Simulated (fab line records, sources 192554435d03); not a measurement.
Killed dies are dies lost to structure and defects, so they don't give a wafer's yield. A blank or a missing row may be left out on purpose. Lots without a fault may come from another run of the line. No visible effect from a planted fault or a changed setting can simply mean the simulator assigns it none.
fab line records :: flow n5Finfet
record
  lots=4
  wafers=12
  lastDay=15
route steps=1938 shown BEOL_M2@852 BEOL_M4@1111 PASSIVATION@1936
lots that met no fault: from a run of the same line without faults
startH: start of the lot's first displayed wafer, in hours after the record's first day :: waitH: time in hours since the lot's previous step :: " as in the row above :: L1.1+2: a single row standing in for several wafers :: - either no value or no given start :: * or withheld: withheld :: < > ~ a bound
route shown NAME@n: a module of which the file shows steps, and the number in the route of the first :: usual: mean/standard deviation of fault-free wafers :: same: alike in all rows :: chamber/n: place in a boat :: sites: readings site by site :: _std_site: their standard deviation :: _edge_site: the outer-site mean with the inner-site mean subtracted :: radiusMm: for every site, how far away it sits from the centre of the wafer :: mask NAME#n: copy n :: behind: tool/chamber where the wafer was last shaped :: hold: what put the lot on hold/how long, in hours/how the hold closed :: device: the n, p or np transistor that did not switch :: end of line: the route-end tests of the same wafers :: a step without rows: its recipe alone :: killed: the dies lost at the first sort to structure and to defects; this is not the yield of the wafer :: map: the dies of a wafer, with x for killed, . for not killed, _ for no die there
set.NAME: the setting that was run; set.NAME@STEP: the one run at that earlier step :: model.NAME: the simulator's own value behind a step, which no gauge read
certain route steps with their lots: each step a table, each wafer a row
services: from which hour (startH, from the record's first day; less than 0 if before it) a tool's chamber was out of use, for how many hours, and why
## steps
# step N5_BEOL_M2_PEB_09
# recipe
  pebTempC=100
  pebTimeS=60
  resist=CAR-EUV
# step N5_BEOL_M2_DEVELOP_10
# recipe
  developTimeS=30
  developer=TMAH
  resist=CAR-EUV
  rinseLiquid=surfactantRinse
  dry=airSpin
  devTempC=23
# step N5_BEOL_M2_DESCUM_16
# recipe
  chemistry=O2
  timeS=7
  sourcePowerW=50
  biasPowerW=20
  pressureMtorr=20
  rfFrequencyHz=2.712e+07
  tempC=40
  resist=CAR-EUV
  o2FlowSccm=225
# step N5_BEOL_M2_ETCH_74
# recipe
  chemistry=N2/H2
  target=underlayer
  targetDepthA=65
  maskMaterial=CAR-EUV
  timeS=5.2
  ionEnergyEv=200
  pressureMtorr=30
  sourceW=840
  biasW=150
  n2FlowSccm=200
  h2FlowSccm=200
  ends=cleared
# step N5_BEOL_M2_ETCH_63
# recipe
  chemistry=CF4
  target=SiARC
  targetDepthA=156
  maskMaterial=CAR-EUV
  timeS=26
  ionEnergyEv=80
  pressureMtorr=40
  sourceW=545
  biasW=36
  Ar_flow_sccm=100
  cf4FlowSccm=100
  ends=cleared
# step N5_BEOL_M2_ETCH_64
# recipe
  chemistry=N2/H2
  target=SOC
  targetDepthA=750
  overetchA=225
  maskMaterial=SiARC
  tempC=40
  timeS=121.9
  ionEnergyEv=200
  pressureMtorr=30
  sourceW=840
  biasW=150
  n2FlowSccm=200
  h2FlowSccm=200
# step N5_BEOL_M2_STRIP_65
# recipe
  chemistry=N2/H2
  tempC=40
  n2FlowSccm=200
  h2FlowSccm=200
  rfFrequencyHz=6e+07
# step N5_BEOL_M2_STRIP_75
# recipe
  chemistry=N2/H2
  tempC=40
  n2FlowSccm=200
  h2FlowSccm=200
  rfFrequencyHz=6e+07
# step N5_BEOL_M2_STRIP_66
# recipe
  chemistry=CF4
  resist=SiARC
  powerW=300
  biasPowerW=75
  pressureMtorr=50
  cf4FlowSccm=150
  rfFrequencyHz=6e+07
# step N5_BEOL_M2_HM_OPEN_17
# recipe
  chemistry=Cl2/BCl3
  targetDepthA=200
  overetchA=60
  target=TiN
  maskMaterial=SOC
  ionEnergyEv=150
  pressureMtorr=10
  icpW=1000
  biasW=126
  Cl2_flow_sccm=53.25
  bcl3FlowSccm=21.75
  Ar_flow_sccm=25
# usual
  drypumpMotorCurrentA=5.5/0.57
  mfcArSccm=24.98/0.07
  oesProductAu=0.64/0.086
  throttleValvePct=22.05/0.3
lot.wafer: L455.1
tool: rieMetal-02
chamber: 0
startH: 147.85
waitH: 0.0
drypumpMotorCurrentA: 5.5
mfcArSccm: 24.96
oesProductAu: 0.68
rfHoursCounterH: 28
throttleValvePct: 22.14
model.SOC_of_BEOL_M2_COAT_61.thkNm: 52.4
model.etch.depthNm: 19.26

lot.wafer: L455.3
tool: rieMetal-02
chamber: 1
startH: 147.85
waitH: 0.0
drypumpMotorCurrentA: 5.0
mfcArSccm: 24.95
oesProductAu: 0.57
rfHoursCounterH: -
throttleValvePct: 21.80
model.SOC_of_BEOL_M2_COAT_61.thkNm: 52.6
model.etch.depthNm: 19.64

lot.wafer: L455.4
tool: rieMetal-02
chamber: 0
startH: 147.85
waitH: 0.0
drypumpMotorCurrentA: 5.5
mfcArSccm: 24.91
oesProductAu: 0.68
rfHoursCounterH: -
throttleValvePct: 22.13
model.SOC_of_BEOL_M2_COAT_61.thkNm: 52.4
model.etch.depthNm: 19.27

lot.wafer: L461.2
tool: rieMetal-02
chamber: 1
startH: 183.48
waitH: 0.0
drypumpMotorCurrentA: 5.0
mfcArSccm: 24.98
oesProductAu: 0.57
rfHoursCounterH: 87
throttleValvePct: 21.81
model.SOC_of_BEOL_M2_COAT_61.thkNm: 52.6
model.etch.depthNm: 19.93

lot.wafer: L461.5
tool: rieMetal-02
chamber: 0
startH: 183.48
waitH: 0.0
drypumpMotorCurrentA: 5.5
mfcArSccm: 25.01
oesProductAu: 0.65
rfHoursCounterH: -
throttleValvePct: 22.20
model.SOC_of_BEOL_M2_COAT_61.thkNm: 54.8
model.etch.depthNm: 17.96

lot.wafer: L461.6
tool: rieMetal-02
chamber: 1
startH: 183.48
waitH: 0.0
drypumpMotorCurrentA: 5.0
mfcArSccm: 24.83
oesProductAu: 0.56
rfHoursCounterH: -
throttleValvePct: 21.82
model.SOC_of_BEOL_M2_COAT_61.thkNm: 52.8
model.etch.depthNm: 19.6

lot.wafer: L462.3
tool: rieMetal-02
chamber: 1
startH: 190.34
waitH: 0.1
drypumpMotorCurrentA: 5.0
mfcArSccm: 24.89
oesProductAu: 0.55
rfHoursCounterH: -
throttleValvePct: 21.83
model.SOC_of_BEOL_M2_COAT_61.thkNm: 52.4
model.etch.depthNm: 19.05

lot.wafer: L462.5
tool: rieMetal-02
chamber: 1
startH: 190.34
waitH: 0.1
drypumpMotorCurrentA: 5.0
mfcArSccm: 24.95
oesProductAu: 0.54
rfHoursCounterH: -
throttleValvePct: 21.88
model.SOC_of_BEOL_M2_COAT_61.thkNm: 54.8
model.etch.depthNm: 17.59

lot.wafer: L462.6
tool: rieMetal-02
chamber: 0
startH: 190.34
waitH: 0.1
drypumpMotorCurrentA: 5.5
mfcArSccm: 24.93
oesProductAu: 0.67
rfHoursCounterH: -
throttleValvePct: 22.16
model.SOC_of_BEOL_M2_COAT_61.thkNm: 52.4
model.etch.depthNm: 19.1

lot.wafer: L470.3
tool: rieMetal-01
chamber: 0
startH: 236.60
waitH: 0.1
drypumpMotorCurrentA: 5.1
mfcArSccm: 24.90
oesProductAu: 0.57
rfHoursCounterH: -
throttleValvePct: 22.57
model.SOC_of_BEOL_M2_COAT_61.thkNm: 52.4
model.etch.depthNm: 20.38

lot.wafer: L470.4
tool: rieMetal-01
chamber: 1
startH: 236.60
waitH: 0.1
drypumpMotorCurrentA: 6.6
mfcArSccm: 24.99
oesProductAu: 0.74
rfHoursCounterH: -
throttleValvePct: 21.90
model.SOC_of_BEOL_M2_COAT_61.thkNm: 52.2
model.etch.depthNm: 20.11

lot.wafer: L470.5
tool: rieMetal-01
chamber: 0
startH: 236.60
waitH: 0.1
drypumpMotorCurrentA: 5.1
mfcArSccm: 25.05
oesProductAu: 0.56
rfHoursCounterH: -
throttleValvePct: 22.58
model.SOC_of_BEOL_M2_COAT_61.thkNm: 52.6
model.etch.depthNm: 20.29
# step N5_BEOL_M2_STRIP_19
# recipe
  chemistry=O2
  powerW=400
  tempC=40
  pressureMtorr=30
  rfFrequencyHz=6e+07
  biasPowerW=0
  overashFraction=0.2
  o2FlowSccm=225
# step N5_BEOL_M2_COAT_67
# recipe
  resist=SOC
  tempC=250
  timeS=60
  spinRpm=1500
  resistThkNm=60
# step N5_BEOL_M2_COAT_68
# recipe
  resist=SiARC
  tempC=220
  timeS=60
  spinRpm=1500
  resistThkNm=12
# step N5_BEOL_M2_COAT_76
# recipe
  resist=underlayer
  tempC=205
  timeS=60
  spinRpm=1500
  resistThkNm=5
# step N5_BEOL_M2_COAT_22
# recipe
  resist=CAR-EUV
  spinRpm=1500
  resistThkNm=30
# step N5_BEOL_M2_EBR_24
# recipe
  solvent=PGMEA
  ebrWidthMm=1.5
# step N5_BEOL_M2_SOFTBAKE_23
# recipe
  tempC=110
  timeS=60
  resist=CAR-EUV
# step N5_BEOL_M2_EXPOSE_25
# recipe
  maskId=V1
  na=0.33
  sourceShape=quasar
  sigmaInner=0.2
  sigmaOuter=0.8
  polarization=unpolarized
  defocusNm=5
  doseMj=63
# step N5_BEOL_M2_PEB_26
# recipe
  pebTempC=100
  pebTimeS=60
  resist=CAR-EUV
# step N5_BEOL_M2_DEVELOP_27
# recipe
  developTimeS=30
  developer=TMAH
  resist=CAR-EUV
  rinseLiquid=surfactantRinse
  dry=airSpin
  devTempC=23
# step N5_BEOL_M2_DESCUM_33
# recipe
  chemistry=O2
  timeS=7
  sourcePowerW=50
  biasPowerW=20
  pressureMtorr=20
  rfFrequencyHz=2.712e+07
  tempC=40
  resist=CAR-EUV
  o2FlowSccm=225
# step N5_BEOL_M2_ETCH_77
# recipe
  chemistry=N2/H2
  target=underlayer
  targetDepthA=65
  maskMaterial=CAR-EUV
  timeS=5.2
  ionEnergyEv=200
  pressureMtorr=30
  sourceW=840
  biasW=150
  n2FlowSccm=200
  h2FlowSccm=200
  ends=cleared
# step N5_BEOL_M2_ETCH_69
# recipe
  chemistry=CF4
  target=SiARC
  targetDepthA=156
  maskMaterial=CAR-EUV
  timeS=26
  ionEnergyEv=80
  pressureMtorr=40
  sourceW=545
  biasW=36
  Ar_flow_sccm=100
  cf4FlowSccm=100
  ends=cleared
# step N5_BEOL_M2_ALD_98
# recipe
  material=SiO2
  targetThkA=25
  tempC=100
  aldPrecursorFamily=BDEAS
  aldCoReactant=O2-plasma
  pulseTimeS=1
  coReactantPulseTimeS=1
  purgeTimeS=2
  coReactantPurgeTimeS=2
  aldCycles=17
  pressureTorr=2
# step N5_BEOL_M2_ETCHBACK_99
# recipe
  chemistry=CHF3
  target=SiO2
  targetDepthA=50
  timeS=10.4
  sourceW=215
  biasW=47
  Ar_flow_sccm=200
  CHF3_flow_sccm=12
  ionEnergyEv=100
  pressureMtorr=30
# step N5_BEOL_M2_ETCH_70
# recipe
  chemistry=N2/H2
  target=SOC
  targetDepthA=800
  overetchA=240
  maskMaterial=SiARC
  tempC=40
  timeS=130
  ionEnergyEv=200
  pressureMtorr=30
  sourceW=840
  biasW=150
  n2FlowSccm=200
  h2FlowSccm=200
# step N5_BEOL_M2_STRIP_71
# recipe
  chemistry=N2/H2
  tempC=40
  n2FlowSccm=200
  h2FlowSccm=200
  rfFrequencyHz=6e+07
# step N5_BEOL_M2_STRIP_78
# recipe
  chemistry=N2/H2
  tempC=40
  n2FlowSccm=200
  h2FlowSccm=200
  rfFrequencyHz=6e+07
# step N5_BEOL_M2_VIA_ETCH_34
# recipe
  chemistry=C4F6/O2
  targetDepthA=694
  maskMaterial=SOC
  pressureMtorr=15
  ionEnergyEv=250
  taperDeg=4
  timeS=65.9
  sourceW=350
  biasW=170
  Ar_flow_sccm=300
  C4F6_flow_sccm=10
  O2_flow_sccm=10
# step N5_BEOL_M2_STRIP_83
# recipe
  chemistry=C4F6/O2
  resist=SiARC
  rfFrequencyHz=6e+07
# step N5_BEOL_M2_STRIP_36
# recipe
  chemistry=N2/H2
  powerW=450
  tempC=40
  pressureMtorr=20
  rfFrequencyHz=6e+07
  overashFraction=0.3
  biasPowerW=7
  h2Frac=0.5
  n2FlowSccm=200
  h2FlowSccm=200
# step N5_BEOL_M2_TRENCH_ETCH_37
# recipe
  chemistry=C4F6/O2
  targetDepthA=555.55
  target=SiOC
  timeS=29.2
  ionEnergyEv=250
  pressureMtorr=30
  sourceW=355
  biasW=185
  Ar_flow_sccm=300
  C4F6_flow_sccm=10
  O2_flow_sccm=10
# step N5_BEOL_M2_ETCH_41
# recipe
  chemistry=CH3F/O2
  target=SiCN
  targetDepthA=299
  taperDeg=2
  timeS=52.5
  ionEnergyEv=120
  maskMaterial=TiN
  pressureMtorr=30
  sourceW=395
  biasW=75
  Ar_flow_sccm=150
  CH3F_flow_sccm=30
  O2_flow_sccm=20
# step N5_BEOL_M2_STRIP_97
# recipe
  chemistry=N2/H2
  timeS=10
  powerW=450
  tempC=40
  pressureMtorr=20
  rfFrequencyHz=6e+07
  biasPowerW=7
  n2FlowSccm=200
  h2FlowSccm=200
# step N5_BEOL_M2_OCD_MEAS_38
# usual
  trenchDepthNm=55.3/1.6
lot.wafer: L455.1
tool: ocd-02
chamber: -
startH: 149.41
waitH: -
trenchDepthNm: 56.8

lot.wafer: L455.3
tool: ocd-02
chamber: -
startH: 149.41
waitH: -
trenchDepthNm: 53.4

lot.wafer: L455.4
tool: ocd-02
chamber: -
startH: 149.41
waitH: -
trenchDepthNm: 54.1

lot.wafer: L461.2
tool: ocd-01
chamber: -
startH: 186.99
waitH: -
trenchDepthNm: 58.5

lot.wafer: L461.5
tool: ocd-01
chamber: -
startH: 186.99
waitH: -
trenchDepthNm: 46.2

lot.wafer: L461.6
tool: ocd-01
chamber: -
startH: 186.99
waitH: -
trenchDepthNm: 58.2

lot.wafer: L462.3
tool: ocd-02
chamber: -
startH: 191.71
waitH: -
trenchDepthNm: 56.8

lot.wafer: L462.5
tool: ocd-02
chamber: -
startH: 191.71
waitH: -
trenchDepthNm: 44.2

lot.wafer: L462.6
tool: ocd-02
chamber: -
startH: 191.71
waitH: -
trenchDepthNm: 56.4

lot.wafer: L470.3
tool: ocd-01
chamber: -
startH: 242.23
waitH: -
trenchDepthNm: 54.9

lot.wafer: L470.4
tool: ocd-01
chamber: -
startH: 242.23
waitH: -
trenchDepthNm: 58.5

lot.wafer: L470.5
tool: ocd-01
chamber: -
startH: 242.23
waitH: -
trenchDepthNm: 55.0
# step N5_BEOL_M4_RC_MEAS_101
# usual
  DIBL_N=36.0/2
  DIBL_P=35.9/2.5
  IOFF_N=0.16/0.038
  IOFF_P=0.21/0.04
  ION_N=675/14
  ION_P=462/9.4
  SS_N=71.5/0.75
  SS_P=73.2/0.74
  VT_N=250/3.9
  VT_P=-251/3.2
lot.wafer: L455.1
tool: prober-01
chamber: 0
startH: 178.45
waitH: 0.0
DIBL_N[mV/V]: 32.7
DIBL_P[mV/V]: 29.8
IOFF_N[nA/um]: 0.12
IOFF_P[nA/um]: 0.16
ION_N[uA/um]: 666
ION_P[uA/um]: 460
SS_N[mV/dec]: 70.3
SS_P[mV/dec]: 71.8
VT_N[mV]: 252
VT_P[mV]: -252

lot.wafer: L455.3
tool: prober-01
chamber: 0
startH: 178.45
waitH: 0.0
DIBL_N[mV/V]: 36.5
DIBL_P[mV/V]: 35.1
IOFF_N[nA/um]: 0.18
IOFF_P[nA/um]: 0.23
ION_N[uA/um]: 690
ION_P[uA/um]: 469
SS_N[mV/dec]: 71.6
SS_P[mV/dec]: 73.2
VT_N[mV]: 246
VT_P[mV]: -249

lot.wafer: L455.4
tool: prober-01
chamber: 0
startH: 178.45
waitH: 0.0
DIBL_N[mV/V]: 37.7
DIBL_P[mV/V]: 36.1
IOFF_N[nA/um]: 0.22
IOFF_P[nA/um]: 0.26
ION_N[uA/um]: 700
ION_P[uA/um]: 476
SS_N[mV/dec]: 70.9
SS_P[mV/dec]: 73.6
VT_N[mV]: 241
VT_P[mV]: -248

lot.wafer: L461.2
tool: prober-02
chamber: 0
startH: 212.50
waitH: 0.2
DIBL_N[mV/V]: 39.8
DIBL_P[mV/V]: 37.9
IOFF_N[nA/um]: 0.24
IOFF_P[nA/um]: 0.31
ION_N[uA/um]: 702
ION_P[uA/um]: 481
SS_N[mV/dec]: 72.4
SS_P[mV/dec]: 73.9
VT_N[mV]: 243
VT_P[mV]: -243

lot.wafer: L461.5
tool: prober-02
chamber: 0
startH: 212.50
waitH: 0.2
DIBL_N[mV/V]: 39.0
DIBL_P[mV/V]: 38.8
IOFF_N[nA/um]: 0.23
IOFF_P[nA/um]: 0.35
ION_N[uA/um]: 714
ION_P[uA/um]: 496
SS_N[mV/dec]: 71.3
SS_P[mV/dec]: 73.9
VT_N[mV]: 244
VT_P[mV]: -241

lot.wafer: L461.6
tool: prober-02
chamber: 0
startH: 212.50
waitH: 0.2
DIBL_N[mV/V]: 32.1
DIBL_P[mV/V]: 29.1
IOFF_N[nA/um]: 0.09
IOFF_P[nA/um]: 0.15
ION_N[uA/um]: 659
ION_P[uA/um]: 465
SS_N[mV/dec]: 70.7
SS_P[mV/dec]: 71.1
VT_N[mV]: 257
VT_P[mV]: -249

lot.wafer: L462.3
tool: prober-01
chamber: 0
startH: 216.57
waitH: 0.3
DIBL_N[mV/V]: 36.9
DIBL_P[mV/V]: 36.2
IOFF_N[nA/um]: 0.16
IOFF_P[nA/um]: 0.19
ION_N[uA/um]: 664
ION_P[uA/um]: 446
SS_N[mV/dec]: 72.3
SS_P[mV/dec]: 73.2
VT_N[mV]: 251
VT_P[mV]: -255

lot.wafer: L462.5
tool: prober-01
chamber: 0
startH: 216.57
waitH: 0.3
DIBL_N[mV/V]: 33.9
DIBL_P[mV/V]: 34.4
IOFF_N[nA/um]: 0.12
IOFF_P[nA/um]: 0.16
ION_N[uA/um]: 653
ION_P[uA/um]: 451
SS_N[mV/dec]: 71.8
SS_P[mV/dec]: 72.8
VT_N[mV]: 253
VT_P[mV]: -258

lot.wafer: L462.6
tool: prober-01
chamber: 0
startH: 216.57
waitH: 0.3
DIBL_N[mV/V]: 37.5
DIBL_P[mV/V]: 36.9
IOFF_N[nA/um]: 0.16
IOFF_P[nA/um]: 0.18
ION_N[uA/um]: 666
ION_P[uA/um]: 452
SS_N[mV/dec]: 72.3
SS_P[mV/dec]: 73.7
VT_N[mV]: 252
VT_P[mV]: -255

lot.wafer: L470.3
tool: prober-02
chamber: 0
startH: 270.17
waitH: 0.3
DIBL_N[mV/V]: 35.7
DIBL_P[mV/V]: 37.3
IOFF_N[nA/um]: 0.16
IOFF_P[nA/um]: 0.21
ION_N[uA/um]: 669
ION_P[uA/um]: 464
SS_N[mV/dec]: 71.5
SS_P[mV/dec]: 73.7
VT_N[mV]: 249
VT_P[mV]: -246

lot.wafer: L470.4
tool: prober-02
chamber: 0
startH: 270.17
waitH: 0.3
DIBL_N[mV/V]: 34.4
DIBL_P[mV/V]: 36.1
IOFF_N[nA/um]: 0.13
IOFF_P[nA/um]: 0.18
ION_N[uA/um]: 686
ION_P[uA/um]: 473
SS_N[mV/dec]: 71.0
SS_P[mV/dec]: 73.1
VT_N[mV]: 256
VT_P[mV]: -251

lot.wafer: L470.5
tool: prober-02
chamber: 0
startH: 270.17
waitH: 0.3
DIBL_N[mV/V]: 33.3
DIBL_P[mV/V]: 34.8
IOFF_N[nA/um]: 0.12
IOFF_P[nA/um]: 0.18
ION_N[uA/um]: 656
ION_P[uA/um]: 459
SS_N[mV/dec]: 71.2
SS_P[mV/dec]: 72.7
VT_N[mV]: 255
VT_P[mV]: -253
# step N5_PASSIVATION_PROBE_49
# usual
  defectLimitedYield=91.3/1.5
  killed_at_M0_to_M3=33/12
  killed_at_M4_up=15/5.2
  killedAtContacts=12/5.1
  killedAtFrontEnd=39/11
  killedAtOther=5/3.6
  killedDies=103/18
  killedOnRim=14/4.3
  killedOpen=67/13
  killedShort=33/7.8
  sort_bin_5_function=5.1/0.96
  sort_bin_6_memory=3.2/0.71
  sortNPass=1077/18
  sortYieldPct=91.3/1.5
# same
  grossDies=1180
  killedAtBackSide=0
  sort_bin_4_leakage[%]=0
  sort_bin_8_speed[%]=0
lot.wafer: L461.5
tool: prober-02
chamber: -
startH: 306.31
waitH: 0.2
defectLimitedYield[%]: 77.9
killed_at_M0_to_M3: 199
killed_at_M4_up: 20
killedAtContacts: 6
killedAtFrontEnd: 31
killedAtOther: 5
killedDies: 261
killedOnRim: 83
killedOpen: 71
killedShort: 34
sort_bin_5_function[%]: 17.9
sort_bin_6_memory[%]: 3.9
sortNPass: 919
sortYieldPct[%]: 77.9

lot.wafer: L462.5
tool: prober-01
chamber: -
startH: 313.96
waitH: 0.2
defectLimitedYield[%]: 72.5
killed_at_M0_to_M3: 245
killed_at_M4_up: 14
killedAtContacts: 11
killedAtFrontEnd: 52
killedAtOther: 2
killedDies: 324
killedOnRim: 17
killedOpen: 64
killedShort: 35
sort_bin_5_function[%]: 24.2
sort_bin_6_memory[%]: 3.1
sortNPass: 856
sortYieldPct[%]: 72.5

lot.wafer: L462.6
tool: prober-01
chamber: -
startH: 314.01
waitH: 0.3
defectLimitedYield[%]: 91.1
killed_at_M0_to_M3: 32
killed_at_M4_up: 5
killedAtContacts: 10
killedAtFrontEnd: 42
killedAtOther: 16
killedDies: 105
killedOnRim: 12
killedOpen: 60
killedShort: 29
sort_bin_5_function[%]: 6.1
sort_bin_6_memory[%]: 2.6
sortNPass: 1075
sortYieldPct[%]: 91.1
# killed by level:class
L461.5 BEOL_M2:areaOpen=156 FIN_SAQP:geometricParticle:open=12 BEOL_M3:geometricParticle:open=10 BEOL_M0_SAQP:geometricParticle:short=8 BEOL_M1:geometricParticle:open=7 FIN_SAQP:geometricParticle:short=6 BEOL_M2:geometricParticle:open=5 BEOL_M4:geometricParticle:open=5
L462.5 BEOL_M2:areaOpen=225 FIN_SAQP:geometricParticle:open=15 FIN_SAQP:geometricParticle:short=13 STI_FIN_REVEAL:geometricParticle:open=10 MOL_CONTACT_COAG:geometricParticle:open=9 BEOL_M0_SAQP:geometricParticle:short=6 BEOL_M4:geometricParticle:open=5 DUMMY_GATE:geometricParticle:open=4
L462.6 PASSIVATION:areaEtch=16 BEOL_M3:geometricParticle:open=9 MOL_CONTACT_COAG:geometricParticle:open=8 FIN_SAQP:geometricParticle:open=7 STI_FIN_REVEAL:geometricParticle:open=7 DUMMY_GATE:geometricParticle:open=7 FIN_SAQP:geometricParticle:short=6 BEOL_M1:geometricParticle:short=5
# map L461.5 (x killed, . not)
_________________xxx.xxxxx.xx________________
______________.xxxxxxxxxxxxxxx.._____________
___________.xx...x.x...x..x....x...__________
__________.x.x..x....x.x...x.x.x...._________
________x..x.......x.x...x.x......x..._______
_______x.x.x..x.......x..............xx______
______....x............x..............x._____
_____..x.x...............x...x........xxx____
____x..xx.x...x......x.x.....x....x....x.x___
___...x..x.x.......................x...xx.x__
___x.x......x...........x.............x...x__
__x....x.......................x.x.x..x..x.._
__x.xx.....x.........x..x.x.x...x.......x..x_
_x...x...................................x...
_xxxx...x.............x..............x.x....x
_xxx...............x...........xx..x.x.......
_x.x...x.................x...................
_xx..x.....x........x.x...x..x..........x....
_..x...................x...............x.....
_xxx.x.........x.....................x....x..
_.xx.x.....x...........xx.............x...xx.
__xxx.x.........x.......................x..._
__xx..x.x.x.............x................xxx_
___xx...x...................x..x...x..x...x__
___xxxxxxx..................x...........x.x__
____x.xxxx...x........x.....x............x___
_____x..x...x.......................xxx.x____
______xxxx.xx....x.x......x.........x.xx_____
_______.xx.xxx....x.........x.x...xx.xx______
________xx................x...x..xx.xx_______
__________xxx..x......x..........x.._________
___________xx.....x........x....xxx__________
______________x.x....x.......xxx_____________
_________________...x....xx..________________
# map L462.5 (x killed, . not)
_________________......x.....________________
______________......x.x.....xx.._____________
___________..........x.......x.x...__________
__________...........xx............._________
________...xxxx.......xx.x..xx........_______
_______...............x.....x..x.......______
______...................x.....xx......._____
_____.....x.......x........x..x..........____
____x..x............x...xx.xx.x.x....x...x___
___....x....x...x...xxxxx.xxxxxxxx....x....__
___..............x.x.xx.xxxxxxxxxx.......x.__
__...xx.........x...x.xxxxxxxxxxxxx........._
__...xx..x.x..xx.xxxxx.x.xxxxxxxxx..xx......_
_..x...x....xxx..xxxx..xxxxxxxxxxxxx.x.......
_.....x..xxxxxx..xx.x.xxxxxxxxxx.xxx.x.......
_..x.....x..x...xxxxxx..xxxxxxxxxx.xx.x......
_x..............xxx.xx.xxxxxxxxx.x.xx..x.....
_..xx.........x..x.xxxxxxxx.xxxx.xx..x.......
_..............x.x....xxxxxx.xxx..x..x..x....
_......x....x....x.xxx.x....x..x......x.x....
_..........x..xxxxxxx....x...x.x...........x.
__.x..x..x......x.x.xxx.xx...........x..x..._
__..................x....................xx._
___..............xxxx.x.............xx.....__
___.............x.....x....x.x.............__
____.x.....x......x.x................x....___
_____.............x...........x.x........____
______........xxx......................._____
_______.....x...x..x...................______
________.xx..x...x..xx...........x.x.._______
__________...x.xxx.....x............_________
___________....xxxx.xx...x.........__________
______________.x.x.x.x..x..x...._____________
_________________.....x....x.________________
## services
tool: rieMetal-02
chamber: 0
startH: 144.98
hours: 2.3
kind: repair

tool: rieMetal-02
chamber: -
startH: 158.34
hours: 0.6
kind: repair

tool: rieMetal-01
chamber: -
startH: 179.59
hours: 0.4
kind: repair

tool: rieMetal-02
chamber: 0
startH: 218.57
hours: 12.5
kind: repair

tool: rieMetal-02
chamber: -
startH: 233.20
hours: 1.2
kind: repair
## key
firstSign
  step=N5_BEOL_M2_OCD_MEAS_38
  reading=trenchDepthNm
  direction=down
  sigmas=6.2
  usual=55.3
  struck=45.2
effect
  step=N5_PASSIVATION_PROBE_49
  reading=sort_bin_5_function
  direction=up
  sigmas=17
  usual=5.1
  struck=21.0
modelEffect
  step=N5_BEOL_M2_HM_OPEN_17
  value=SOC_of_BEOL_M2_COAT_61.thkNm
  without=52.6
  struck=54.8
moreKillsBornAt
  N5_BEOL_M2_HM_OPEN_17@rieMetal-02=381
metAt N5_BEOL_M2_HM_OPEN_17
struckWafers L461.5,L462.5
baselineLoss
  step=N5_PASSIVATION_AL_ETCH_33
  wafers=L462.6
onsetBetween 147.85 183.48
fault
  kind=processParameterDrift
  tool=rieMetal-02
  chamber=-
  onsetH=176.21
  steps=N5_BEOL_M2_HM_OPEN_17
  channel=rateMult
  offset=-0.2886
  shape=step
  endH=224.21
  scope=struckWafersOnly
# baselineLoss: these wafers lose ten dies or more at that step, a loss of the line's own and not of a fault; the sort's usual values leave them out
